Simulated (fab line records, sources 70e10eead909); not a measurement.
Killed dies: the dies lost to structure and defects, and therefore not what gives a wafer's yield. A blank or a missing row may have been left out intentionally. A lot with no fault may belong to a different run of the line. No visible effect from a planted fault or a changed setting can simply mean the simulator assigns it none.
fab line records | flow nandHarc
record lots=6 wafers=18 lastDay=25
route steps=1159 shown P_M0@256 END@1159
lots untouched by any fault: they come from a run of this same line in which no faults occurred
startH: start of the lot's first displayed wafer, in hours after the record's first day | waitH: hours since the lot's step before | " identical to the entry in the row above | L1.1+2: a row that stands for several wafers | - either no value or no given start | * or withheld: withheld | < > ~ a bound
route shown NAME@n: NAME is a module with steps in the file, n the number in the route of the first one | usual: mean/standard deviation of fault-free wafers | same: alike in all rows | chamber/n: place in a boat | sites: each site's reading | _std_site: how widely they spread, as a standard deviation | _edge_site: inner sites' mean taken away from outer sites' mean | radiusMm: how far each site lies from the wafer's centre | mask NAME#n: copy n | behind: the last tool/chamber to shape the wafer | hold: why the lot was held/for how many hours/how that ended | device: names the non-switching transistor (n, p or np) | end of line: tests of these same wafers at the route's end | step lacking rows: just its recipe | killed: the dies lost at the first sort to structure and to defects; this is not the yield of the wafer | map: shows each die of a wafer: x if killed, . if not, _ if none is there
set.NAME: setting as actually run; set.NAME@STEP: the setting as run at that earlier step | model.NAME: the simulator's own value behind a step, which no gauge read
certain route steps with their lots: each step a table, each wafer a row
services: the hour from which a tool's chamber was out of use, counted from the record's first day as startH (under 0 if before that day), plus the number of hours and why
## steps
# step NHARC_P_M0_COAT_33
# recipe tempC=200 timeS=65
# step NHARC_P_M0_COAT_03
# recipe spinRpm=1500 resistThkNm=90
# step NHARC_P_M0_SOFTBAKE_04
# recipe tempC=105 timeS=55
# step NHARC_P_M0_EBR_05
# step NHARC_P_M0_EXPOSE_06
# recipe na=1.35 targetCdNm=90 doseMj=81.28 maskId=P_M0
# step NHARC_P_M0_PEB_07
# recipe pebTempC=100 pebTimeS=65
# step NHARC_P_M0_DEVELOP_08
# recipe developTimeS=35 devTempC=23
# step NHARC_P_M0_CD_MEAS_09
# recipe targetCdNm=90 landingEnergyEv=500
# usual cdNm=89.6/0.51
# columns lot.wafer tool chamber startH waitH cdNm
L476.2 cdSem-02 0 144.47 - 89.2
L476.3 " 0 " " 89.9
L476.4 " 0 " " 89.5
L480.1 cdSem-02 0 159.45 - 89.7
L480.3 " 0 " " 89.8
L480.6 " 0 " " 89.6
L484.3 cdSem-01 0 197.84 - 89.3
L484.5 " 0 " " 89.9
L484.6 " 0 " " 89.5
L490.1 cdSem-01 0 216.32 - 90.0
L490.4 " 0 " " 88.8
L490.5 " 0 " " 88.4
L492.1 cdSem-02 0 230.32 - 89.1
L492.2 " 0 " " 90.4
L492.4 " 0 " " 90.5
L496.3 cdSem-02 0 262.49 - 89.1
L496.5 " 0 " " 89.2
L496.6 " 0 " " 89.5
# step NHARC_P_M0_OVL_MEAS_10
# recipe pitchNm=180
# usual overlayXNm=0.1/0.87 overlayYNm=-0.3/1.1
# columns lot.wafer tool chamber startH waitH overlayXNm overlayYNm
L476.2 overlay-01 - 144.56 - 0.7 1.4
L476.3 " - " " 0.2 1.4
L476.4 " - " " 0.6 1.4
L480.1 overlay-02 - 159.54 - 1.1 -1.9
L480.3 " - " " 1.6 -1.0
L480.6 " - " " 0.9 -1.6
L484.3 overlay-01 - 197.93 - 0.5 -0.3
L484.5 " - " " 0.4 -0.4
L484.6 " - " " -0.3 0.6
L490.1 overlay-02 - 216.42 - 0.7 0.3
L490.4 " - " " 0.3 0.6
L490.5 " - " " 0.1 1.8
L492.1 overlay-02 - 230.41 - 1.5 -0.9
L492.2 " - " " 1.1 -0.6
L492.4 " - " " 1.1 -0.5
L496.3 overlay-01 - 262.57 - -0.3 0.3
L496.5 " - " " 0.0 0.9
L496.6 " - " " -0.8 0.0
# step NHARC_P_M0_INSPECT_11
# usual rawDefectCount=3.3/2
# columns lot.wafer tool chamber startH waitH rawDefectCount
L476.2 defectInspect-01 - 144.59 0.0 3
L476.3 " - " " 2
L476.4 " - " " 5
L480.1 defectInspect-01 - 159.57 0.0 3
L480.3 " - " " 1
L480.6 " - " " 2
L484.3 defectInspect-01 - 197.96 0.0 3
L484.5 " - " " 5
L484.6 " - " " 3
L490.1 defectInspect-01 - 216.46 0.0 5
L490.4 " - " " 1
L490.5 " - " " 2
L492.1 defectInspect-01 - 230.45 0.0 2
L492.2 " - " " 4
L492.4 " - " " 0
L496.3 defectInspect-02 - 262.61 0.0 1
L496.5 " - " " 9
L496.6 " - " " 7
# step NHARC_P_M0_DESCUM_14
# recipe timeS=3 o2FlowSccm=200 arFlowSccm=0 biasPowerW=0 chemistry=O2
# usual drypumpMotorCurrentA=5.7/0.47 mfcArSccm=0.007/0.012 oesProductAu=1.003/0.0083 rfVppV=57.7/0.92 showerheadPlenumPTorr=1.88/0.085 throttleValvePct=11.312/0.0095
# columns lot.wafer tool chamber startH waitH drypumpMotorCurrentA mfcArSccm oesProductAu rfHoursCounterH rfVppV showerheadPlenumPTorr throttleValvePct
L476.4 rieDiel-08 3 144.66 0.1 5.6 0 0.998 1 56.0 1.92 11.300
L476.2 " 0 " " 6.3 0 0.996 1 56.9 1.90 11.316
L476.3 " 1 " " 5.9 0.013 1.004 1 55.9 1.79 11.322
L480.1 rieDiel-01 3 159.64 0.1 5.8 0.032 1.020 1 56.2 1.87 11.318
L480.3 " 0 " " 6.1 0.027 1.007 0 58.4 1.80 11.313
L480.6 " 0 " " 6.0 0.027 1.009 - 58.2 1.80 11.298
L484.3 rieDiel-08 1 198.02 0.1 6.0 0.013 1.001 4 56.9 1.79 11.307
L484.6 " 1 " " 6.0 0.013 0.998 - 57.3 1.79 11.299
L484.5 " 2 " " 5.4 0 1.002 - 58.2 1.85 11.318
L490.1 rieDiel-08 0 216.52 0.1 6.3 0 0.999 4 57.6 1.90 11.314
L490.4 " 0 " " 6.3 0 1.003 - 57.3 1.90 11.312
L490.5 " 2 " " 5.4 0 1.009 - 56.9 1.85 11.329
L492.1 rieDiel-01 0 230.51 0.1 6.1 0.027 1.009 5 56.5 1.79 11.317
L492.2 " 2 " " 6.0 0.027 1.011 7 58.1 1.83 11.314
L492.4 " 3 " " 5.8 0.032 1.023 7 58.7 1.87 11.292
L496.3 rieDiel-04 0 262.69 0.1 5.4 0 1.006 13 58.0 1.80 11.310
L496.5 " 3 " " 5.2 0 0.999 - 57.1 2.05 11.334
L496.6 " 0 " " 5.3 0 1.003 - 57.2 1.80 11.309
# step NHARC_P_M0_ETCH_34
# recipe targetDepthA=400 overetchA=120 timeS=43.94 ionEnergyEv=200 n2FlowSccm=150 h2FlowSccm=150 arFlowSccm=0 rfW=400 biasW=150 chemistry=N2/H2
# usual drypumpMotorCurrentA=5.8/0.47 mfcArSccm=0.008/0.012 oesProductAu=1.003/0.0093 rfVppV=429.3/2.4 runLengthS=65.1/0.41 showerheadPlenumPTorr=2.00/0.089 throttleValvePct=14.171/0.0093
# columns lot.wafer tool chamber startH waitH drypumpMotorCurrentA mfcArSccm oesProductAu rfHoursCounterH rfVppV runLengthS showerheadPlenumPTorr throttleValvePct
L476.2 rieDiel-08 3 144.74 0.1 5.7 0 0.990 1 429.0 65.5 2.05 14.172
L476.3 " 0 " " 6.3 0 1.005 1 429.2 64.9 2.02 14.173
L476.4 " 2 " " 5.4 0 0.997 1 429.2 65.3 1.97 14.165
L480.3 rieDiel-01 2 159.73 0.1 6.0 0.027 1.033 1 427.6 66.4 1.95 14.176
L480.1 " 0 " " 6.0 0.027 1.003 0 427.4 64.9 1.91 14.171
L480.6 " 1 " " 4.8 0.014 1.017 - 433.5 65.3 2.17 14.166
L484.3 rieDiel-08 1 198.12 0.1 6.0 0.013 0.993 4 427.5 65.1 1.90 14.183
L484.6 " 3 " " 5.6 0 0.983 - 430.6 65.2 2.05 14.156
L484.5 " 0 " " 6.3 0 0.996 - 431.0 64.9 2.02 14.169
L490.1 rieDiel-08 0 216.63 0.1 6.3 0 1.017 4 429.0 65.4 2.02 14.173
L490.5 " 1 " " 6.0 0.013 1.003 - 427.9 64.6 1.90 14.168
L490.4 " 0 " " 6.3 0 1.008 - 429.9 65.0 2.02 14.166
L492.4 rieDiel-01 2 230.59 0.1 6.0 0.027 1.034 7 428.6 65.9 1.94 14.174
L492.1 " 3 " " 5.8 0.032 1.009 7 430.0 64.4 1.99 14.172
L492.2 " 0 " " 6.1 0.027 1.014 5 427.3 64.8 1.91 14.164
L496.3 rieDiel-04 0 262.77 0.1 5.3 0 0.998 13 425.9 64.8 1.91 14.164
L496.6 " 0 " " 5.3 0 1.010 - 426.3 65.2 1.91 14.153
L496.5 " 1 " " 6.6 0 1.002 - 430.5 64.5 2.00 14.173
# step NHARC_P_M0_ETCH_15
# recipe targetDepthA=1500 overetchA=150 timeS=82.5 c4f8FlowSccm=withheld arFlowSccm=400 rfW=600 biasW=300 chemistry=C4F8/Ar
# usual oesProductAu=0.964/0.02 rfVppV=439.5/2.6 runLengthS=103.7/0.39
# columns lot.wafer tool chamber startH waitH oesProductAu rfHoursCounterH rfVppV runLengthS
L476.4 rieDiel-08 1 144.83 - 0.982 1 437.5 103.1
L476.3 " 3 " " 0.954 1 441.0 104.1
L476.2 " 0 " " 0.968 1 439.7 103.7
L480.3 rieDiel-01 3 159.82 - 0.982 1 439.1 103.0
L480.1 " 1 " " 1.000 1 444.3 103.6
L480.6 " 2 " " 1.001 - 438.3 104.3
L484.3 rieDiel-08 0 198.21 - 0.975 3 441.3 92.9
L484.5 " 2 " " 0.959 - 437.9 104.2
L484.6 " 3 " " 0.963 - 441.2 103.8
L490.1 rieDiel-08 2 216.73 - 0.969 4 439.5 104.4
L490.4 " 1 " " 0.959 - 437.0 103.5
L490.5 " 0 " " 0.962 - 441.9 92.6
L492.2 rieDiel-01 1 230.68 - 0.978 6 443.8 103.7
L492.1 " 2 " " 0.998 7 437.3 104.5
L492.4 " 0 " " 0.972 5 435.9 103.9
L496.3 rieDiel-04 0 262.86 - 0.970 13 437.0 103.5
L496.5 " 0 " " 0.956 - 437.1 103.4
L496.6 " 1 " " 0.968 - 439.6 103.2
# step NHARC_P_M0_CD_MEAS_16
# usual cdNm=89.6/0.63
# columns lot.wafer tool chamber startH waitH cdNm
L476.2 cdSem-02 - 144.96 - 89.5
L476.3 " - " " 90.4
L476.4 " - " " 88.7
L480.1 cdSem-03 - 159.94 - 90.0
L480.3 " - " " 89.5
L480.6 " - " " 89.6
L484.3 cdSem-01 - 198.33 - 88.7
L484.5 " - " " 89.5
L484.6 " - " " 89.6
L490.1 cdSem-03 - 216.86 - 90.0
L490.4 " - " " 89.1
L490.5 " - " " 88.2
L492.1 cdSem-01 - 230.81 - 88.5
L492.2 " - " " 90.4
L492.4 " - " " 89.3
L496.3 cdSem-01 - 262.99 - 89.3
L496.5 " - " " 88.7
L496.6 " - " " 90.5
# step NHARC_END_SORT_01
# recipe tempC=25
# usual defectLimitedYield=95.3/1.7 killedAtArray=28/11 killedAtOther=0.5/0.85 killedAtPeriphery=2.7/1.9 killedDies=32/12 killedOpen=3.3/1.6 killedShort=2.1/1.5 sort_bin_2_pct=1.5/0.71 sort_bin_3_pct=0.25/0.23 sort_bin_4_pct=3.0/1.1 sortNPass=645/12 sortRimYieldPct=95/3.1 sortYieldPct=95.3/1.7
# same grossDies=677 sort_bin_5_pct[%]=0 sort_bin_6_pct[%]=0 sort_bin_7_pct[%]=0 sort_bin_8_pct[%]=0 sortRimNGross=106.00
# columns lot.wafer tool chamber startH waitH defectLimitedYield[%] killedAtArray killedAtOther killedAtPeriphery killedDies killedOpen killedShort sort_bin_2_pct[%] sort_bin_3_pct[%] sort_bin_4_pct[%] sortNPass sortRimYieldPct[%] sortYieldPct[%]
L484.3 prober-02 0 522.28 3.1 0 23 1 653 677 3 0 96.6 0.44 3.0 0 0 0
L490.5 prober-02 0 559.31 3.7 0.6 24 0 649 673 4 2 97.2 0.15 2.1 4 0 0.6
# killed by level:class
L484.3 P_M0:areaEtch=650 A_SLIT:chamberFilmFlake=8 A_CHANNEL_HOLE_D1:chamberFilmFlake=5 A_STAIRCASE:chamberFilmFlake=4 A_CONTACT:geometricParticle:open=2 A_SOURCE_PLATE:geometricParticle:open=1 P_ZERO_WELL:chamberFilmFlake=1 P_STI:chamberFilmFlake=1
L490.5 P_M0:areaEtch=648 A_SLIT:chamberFilmFlake=9 A_CHANNEL_HOLE_D1:chamberFilmFlake=4 A_STAIRCASE:chamberFilmFlake=4 P_M0:geometricParticle:open=1 A_SOURCE_PLATE:geometricParticle:open=1 A_CHANNEL_HOLE_D1:geometricParticle:short=1 A_SGD_CUT:geometricParticle:short=1
# map L484.3 (x killed, . not)
____________x____________
_________xxxxxxx_________
_______xxxxxxxxxxx_______
______xxxxxxxxxxxxx______
_____xxxxxxxxxxxxxxx_____
____xxxxxxxxxxxxxxxxx____
____xxxxxxxxxxxxxxxxx____
___xxxxxxxxxxxxxxxxxxx___
___xxxxxxxxxxxxxxxxxxx___
__xxxxxxxxxxxxxxxxxxxxx__
__xxxxxxxxxxxxxxxxxxxxx__
_xxxxxxxxxxxxxxxxxxxxxxx_
_xxxxxxxxxxxxxxxxxxxxxxx_
_xxxxxxxxxxxxxxxxxxxxxxx_
_xxxxxxxxxxxxxxxxxxxxxxx_
_xxxxxxxxxxxxxxxxxxxxxxx_
xxxxxxxxxxxxxxxxxxxxxxxxx
xxxxxxxxxxxxxxxxxxxxxxxxx
xxxxxxxxxxxxxxxxxxxxxxxxx
xxxxxxxxxxxxxxxxxxxxxxxxx
xxxxxxxxxxxxxxxxxxxxxxxxx
_xxxxxxxxxxxxxxxxxxxxxxx_
_xxxxxxxxxxxxxxxxxxxxxxx_
_xxxxxxxxxxxxxxxxxxxxxxx_
_xxxxxxxxxxxxxxxxxxxxxxx_
_xxxxxxxxxxxxxxxxxxxxxxx_
__xxxxxxxxxxxxxxxxxxxxx__
__xxxxxxxxxxxxxxxxxxxxx__
___xxxxxxxxxxxxxxxxxxx___
___xxxxxxxxxxxxxxxxxxx___
____xxxxxxxxxxxxxxxxx____
____xxxxxxxxxxxxxxxxx____
_____xxxxxxxxxxxxxxx_____
______xxxxxxxxxxxxx______
_______xxxxxxxxxxx_______
_________xxxxxxx_________
____________x____________
# map L490.5 (x killed, . not)
____________x____________
_________xxxxxxx_________
_______xxxxxxxxxxx_______
______xxxxxxxxxxxxx______
_____xxxxxxxxxxxxxxx_____
____xxxxxxxxxxxxxxxxx____
____xxxxxxxxxxxxxxxxx____
___xxxxxxxxxxxxxxxxxxx___
___xxxxxxxxxxxxxxxxxxx___
__xxxxxxxxxxxxxxxxxxxxx__
__xxxxxxxxxxxxxxxxxxxxx__
_xxxxxxxxxxxxxxxxxxxxxxx_
_xxxxxxxxxxxxxxxxxxxxxxx_
_xxxxxxxxxxxxxxxxxxxxxxx_
_xxxxxxxxxxxxxxxxxxxxxxx_
_xxxxxxxxxxxxxxxxxxxxxxx_
xxxxxxx.xxxxxxxxxxxxxxxxx
xxxxxxxxxxxxxxxxxxxxxxxxx
xxxxxxxxxxxxxxxxxxxxxxxxx
xxxxxxxxxxxxxxxxxxxxxxxxx
xxxxxxxxxxxxxxxxxxxxxxxxx
_xxxxxxx.xxxxxxxxxxxxxxx_
_xxxxxxxxxxxx.xxxxxxxxxx_
_xxxxxxxxxxxxxxxxxxxxxxx_
_xxxxxxxxxxxxxxxxxxxxxxx_
_xxxxxxxxxxxxxxx.xxxxxxx_
__xxxxxxxxxxxxxxxxxxxxx__
__xxxxxxxxxxxxxxxxxxxxx__
___xxxxxxxxxxxxxxxxxxx___
___xxxxxxxxxxxxxxxxxxx___
____xxxxxxxxxxxxxxxxx____
____xxxxxxxxxxxxxxxxx____
_____xxxxxxxxxxxxxxx_____
______xxxxxxxxxxxxx______
_______xxxxxxxxxxx_______
_________xxxxxxx_________
____________x____________
## services
# columns tool chamber startH hours kind
rieDiel-08 - 124.80 9.0 pm
rieDiel-08 0 124.80 9.0 ventCycle
rieDiel-08 1 124.80 9.0 ventCycle
rieDiel-08 2 124.80 9.0 ventCycle
rieDiel-08 3 124.80 9.0 ventCycle
rieDiel-08 0 133.80 - clean
rieDiel-08 1 133.80 - clean
rieDiel-08 2 133.80 - clean
rieDiel-08 3 133.80 - clean
rieDiel-01 - 137.85 9.0 pm
rieDiel-08 0 158.30 - clean
rieDiel-08 1 158.30 - clean
rieDiel-08 2 158.30 - clean
rieDiel-08 3 158.30 - clean
rieDiel-04 2 162.60 14.7 repair
rieDiel-01 0 165.12 5.2 repair
rieDiel-08 0 182.80 - clean
rieDiel-08 1 182.80 - clean
rieDiel-08 2 182.80 - clean
rieDiel-08 3 182.80 - clean
rieDiel-08 0 207.30 - clean
rieDiel-08 1 207.30 - clean
rieDiel-08 3 214.09 8.2 repair
rieDiel-04 - 254.37 0.4 repair
## key
firstSign step=NHARC_P_M0_ETCH_15 reading=runLengthS direction=down sigmas=28 usual=* struck=*
effect step=NHARC_END_SORT_01 reading=killedAtPeriphery direction=up sigmas=99+ usual=2.7 struck=651
moreKillsBornAt NHARC_P_M0_ETCH_15@rieDiel-08=1298
metAt NHARC_P_M0_ETCH_15
struckWafers L484.3,L490.5
laterRowsLeftOut L484.3,L490.5
onsetBetween 144.83 198.21
fault kind=processParameterDrift tool=rieDiel-08 chamber=0 onsetH=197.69 steps=NHARC_P_M0_ETCH_15 channel=timeS offset=* shape=step endH=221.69 actsIn=* stated=*
# laterRowsLeftOut: the simulator's readings of these wafers behind a module that went badly wrong aren't trusted and aren't shown, but for the sort
